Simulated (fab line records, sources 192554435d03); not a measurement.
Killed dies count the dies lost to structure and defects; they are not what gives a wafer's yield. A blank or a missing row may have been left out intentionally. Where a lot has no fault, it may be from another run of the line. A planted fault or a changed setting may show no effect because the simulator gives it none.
Chamber matching -- flow n5_finfet -- 4 sister chambers for N5_BEOL_M8_ETCH_65 on rie_diel-06
The step etches SiARC in CF4, target depth 15.6 nm, time 26 s. 8 wafers are shown with their chamber, then 8 later ones without.

## WAFERS WITH THEIR CHAMBER
wafer,chamber,drypump_motor_current_A (A),showerhead_plenum_p_Torr (Torr)
L079.5,2,5.4,2.08
L081.2,3,6.6,2.16
L081.4,0,6.2,2.10
L081.5,1,4.9,2.04
L086.3,3,6.6,2.15
L086.4,1,4.8,2.04
L086.5,0,6.2,2.09
L091.1,2,5.4,2.07

## WAFERS MISSING THEIR CHAMBER
wafer,drypump_motor_current_A (A),showerhead_plenum_p_Torr (Torr)
L091.2,6.6,2.15
L091.3,6.2,2.09
L093.2,4.8,2.03
L093.3,6.2,2.09
L093.4,5.5,2.07
L097.2,6.6,2.15
L097.4,5.4,2.07
L097.5,6.6,2.15

## THE CHAMBER EACH PASSED THROUGH
wafer,from the rows above,in truth
L091.2,3,3
L091.3,0,0
L093.2,1,1
L093.3,0,0
L093.4,2,2
L097.2,3,3
L097.4,2,2
L097.5,3,3
Correctly placed: 8 of 8. Not placeable from these rows: 0. 0 placed wrongly.
How it was worked out, from the rows above alone: a wafer's distance from a chamber is the root of the sum, over the readings, of the square of ((its reading less the chamber's mean) divided by the reading's scatter). The wafer belongs to the nearest chamber; if the next one is less than 2 further off, it can't be placed. Each chamber's mean is taken over the wafers shown for it. How the scatter is found: for the shown wafers, subtract from each reading the mean of its chamber, square and add these, divide the total by (wafers less chambers), then take the root.
